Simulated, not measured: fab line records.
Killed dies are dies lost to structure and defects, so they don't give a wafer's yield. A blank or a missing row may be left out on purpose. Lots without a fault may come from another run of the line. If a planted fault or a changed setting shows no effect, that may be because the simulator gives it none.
Which tool did it? + flow n5-finfet + Sampling: 12 lots, 36 wafers, 2 of 1938 route steps

## WHAT THE GAUGES SHOWED, per wafer
N5_SD_EPI_P_OVL_MEAS_10.
| lot  | measured    | on         | SD_P_BLK_OVL (nm) |
|------|-------------|------------|-------------------|
| L075 | day 3 11:57 | overlay-01 | -1.1 -0.4 -1.4    |
| L077 | day 4 00:21 | overlay-01 | -0.6 -2.5 -0.2    |
| L079 | day 4 13:32 | overlay-02 | 0.8 -0.3 -0.5     |
| L081 | day 5 00:56 | overlay-02 | 0.3 -1.0 -0.2     |
| L083 | day 5 13:07 | overlay-02 | -0.8 -0.4 -0.2    |
| L085 | day 6 00:44 | overlay-01 | -1.5 -0.2 -0.1    |
| L087 | day 6 11:02 | overlay-01 | 0.6 -0.4 0.3      |
| L089 | day 6 23:55 | overlay-01 | -0.7 0.4 -0.1     |
| L091 | day 7 12:53 | overlay-02 | -0.5 0.1 -0.1     |
| L093 | day 8 01:25 | overlay-02 | 0.7 0.4 1.3       |
| L095 | day 8 10:53 | overlay-02 | -0.6 -0.2 0.3     |
| L097 | day 9 06:07 | overlay-02 | -1.4 -2.0 -1.9    |

## WHICH TOOL RAN EACH LOT (tool, then ch and the chambers of the sampled wafers, then the start)
| lot  | N5_SD_EPI_N_ETCHBACK_44           |
|------|-----------------------------------|
| L075 | rie-diel-04 ch 0,2,3, day 3 08:00 |
| L077 | rie-diel-04 ch 0,2, day 3 20:23   |
| L079 | rie-diel-04 ch 0,1,3, day 4 09:35 |
| L081 | rie-diel-05 ch 0,1, day 4 18:58   |
| L083 | rie-diel-05 ch 1,2, day 5 09:17   |
| L085 | rie-diel-05 ch 0,1,3, day 5 20:53 |
| L087 | rie-diel-04 ch 1,2,3, day 6 07:05 |
| L089 | rie-diel-04 ch 1,2,3, day 6 19:59 |
| L091 | rie-diel-05 ch 1,2,3, day 7 08:56 |
| L093 | rie-diel-06 ch 0,3, day 7 21:35   |
| L095 | rie-diel-04 ch 0,1,3, day 8 07:04 |
| L097 | rie-diel-04 ch 0,2,3, day 9 02:10 |
- N5_SD_EPI_N_ETCHBACK_44: etches SiNx in CH3F/O2, stops on SiO2, target depth 14.5 nm.

## THE ANSWER, worked out from the rows above alone
Rule: what is usual is taken from the lots themselves. The widest of any qualifying gaps counts: lots, ordered by their means at a reading, are off when they make up no more than a third of the lots, leave a main group of 4 or more, and stand apart from it by 3 or more times the standard deviation of that group's means. A main group whose means are all the same, to the digits that the tables above print for the reading, isn't used. Also off: a lot with no number at a reading for which 4 or more lots have one. All remaining lots with rows at the step are treated as sound.
Nothing can be told from this: no lot is off at any reading shown.

## WHAT THE SIMULATOR HAD INSERTED
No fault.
